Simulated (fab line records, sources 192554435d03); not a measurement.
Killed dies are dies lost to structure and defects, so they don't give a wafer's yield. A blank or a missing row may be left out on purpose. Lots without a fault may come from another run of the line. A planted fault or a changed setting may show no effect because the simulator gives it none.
Split-lot experiment | flow n5_finfet | 5 lots, 23 wafers read, on a route of 1938 steps

THE SPLIT
At N5_SD_ACTIVATION_LSA_01 (time 0.0008 s), the setting temp_c was moved away from the recipe's 1080 C on 8 of the 23 wafers read, by -1.9% to +2.4%. The other wafers ran this setting at the recipe's value.

The file shows no step between the split and the reading.

THE READING
RS_SD_N, in ohm/sq, at N5_SD_ACTIVATION_RS_MEAS_03 (measures by four-point-probe). Fault-free wafers of this fab line usually give 21.80 ohm/sq, standard deviation 0.28 ohm/sq.

wafer  | tool, chamber at the split | temp_c as run, C | against the recipe | RS_SD_N, ohm/sq | against lot-mates on the recipe
L078.2 | laser_anneal-01, 0         | 1061             | -1.8%              | 24.01           | +2.03
L078.3 | laser_anneal-01, 0         | 1061             | -1.8%              | 23.79           | +1.81
L078.4 | laser_anneal-01, 0         | 1080             | recipe             | 22.04           | -
L078.5 | laser_anneal-01, 0         | 1080             | recipe             | 22.01           | -
L078.6 | laser_anneal-01, 0         | 1080             | recipe             | 21.88           | -
L079.1 | laser_anneal-02, 0         | 1059             | -1.9%              | 24.36           | +2.48
L079.2 | laser_anneal-02, 0         | 1059             | -1.9%              | 22.49           | +0.61
L079.4 | laser_anneal-02, 0         | 1059             | -1.9%              | 22.47           | +0.59
L079.5 | laser_anneal-02, 0         | 1080             | recipe             | 21.89           | -
L079.6 | laser_anneal-02, 0         | 1080             | recipe             | 21.86           | -
L080.1 | laser_anneal-01, 0         | 1080             | recipe             | 21.80           | -
L080.2 | laser_anneal-01, 0         | 1080             | recipe             | 21.93           | -
L080.3 | laser_anneal-01, 0         | 1080             | recipe             | 22.13           | -
L080.4 | laser_anneal-01, 0         | 1080             | recipe             | 21.42           | -
L080.5 | laser_anneal-01, 0         | 1080             | recipe             | 21.52           | -
L082.1 | laser_anneal-01, 0         | 1080             | recipe             | 22.18           | -
L082.4 | laser_anneal-01, 0         | 1080             | recipe             | 21.80           | -
L082.6 | laser_anneal-01, 0         | 1080             | recipe             | 21.88           | -
L091.2 | laser_anneal-01, 0         | 1106             | +2.4%              | 19.07           | -2.45
L091.3 | laser_anneal-01, 0         | 1080             | recipe             | 21.56           | -
L091.4 | laser_anneal-01, 0         | 1106             | +2.4%              | 19.08           | -2.44
L091.5 | laser_anneal-01, 0         | 1106             | +2.4%              | 18.55           | -2.97
L091.6 | laser_anneal-01, 0         | 1080             | recipe             | 21.48           | -

THE FIT
A straight line over all 23 wafers: RS_SD_N changes by -1.04 ohm/sq for each +1% of temp_c; r = -0.94; the points scatter about the line by 0.5 ohm/sq.
The same after taking each lot's own level away (the mean of its wafers on the recipe; 23 wafers): -0.948 ohm/sq for each +1%; r = -0.94; scatter 0.46 ohm/sq.
On that fit, the largest move of temp_c shifts the reading by 2.3 ohm/sq.
The lots' own levels span 21.520 to 21.977 ohm/sq, that is 1.6 times the standard deviation above.
So the lot-to-lot level changes the slope little: the two slopes agree.
Check: with one of the wafers moved furthest among these (+2.4%) left out of the fit, the line predicts -2.36 ohm/sq for it against its lot-mates. It came out at -2.45 ohm/sq against them.
Tool readings at the split's step, against how far the setting was moved: wafer_temp_C_max r = +1.00.

OTHER SPLITS ON THESE WAFERS
These wafers also went through other splits before the reading. Each is held against what the fit with the lots' levels taken away leaves over:
other split on the same wafers  | wafers away from the commonest value | r with RS_SD_N (lot level and that fit taken away)
N5_ZERO_LAYER_PECVD_02 time_s   | 7                                    | -0.15
N5_FIN_SAQP_PEB_14 peb_time_s   | 6                                    | -0.12
N5_FIN_SAQP_ETCH_52 source_w    | 10                                   | -0.04
N5_FIN_SAQP_ETCH_65 time_s      | 8                                    | -0.08
N5_DUMMY_GATE_PECVD_30 time_s   | 7                                    | +0.00
N5_DUMMY_GATE_EXPOSE_12 dose_mj | 5                                    | +0.46
N5_SD_EPI_P_COAT_34 spin_rpm    | 7                                    | +0.34
N5_SD_EPI_P_EPI_21 temp_c       | 7                                    | +0.05

THE WHOLE CHAIN: every reading that the file lists as answering this split, in the file's order
step                        | what it does                 | reading          | change (the file's fit)              | r (the file's)
N5_SD_ACTIVATION_LSA_01     | time 0.0008 s                | wafer_temp_C_max | withheld for each +1% of the setting | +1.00
N5_SD_ACTIVATION_RS_MEAS_03 | measures by four-point-probe | RS_SD_N          | -0.953 for each +1% of the setting   | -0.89

THE FILE'S OWN FIT
RS_SD_N changes by -0.953 ohm/sq for each +1% of temp_c, r = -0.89.
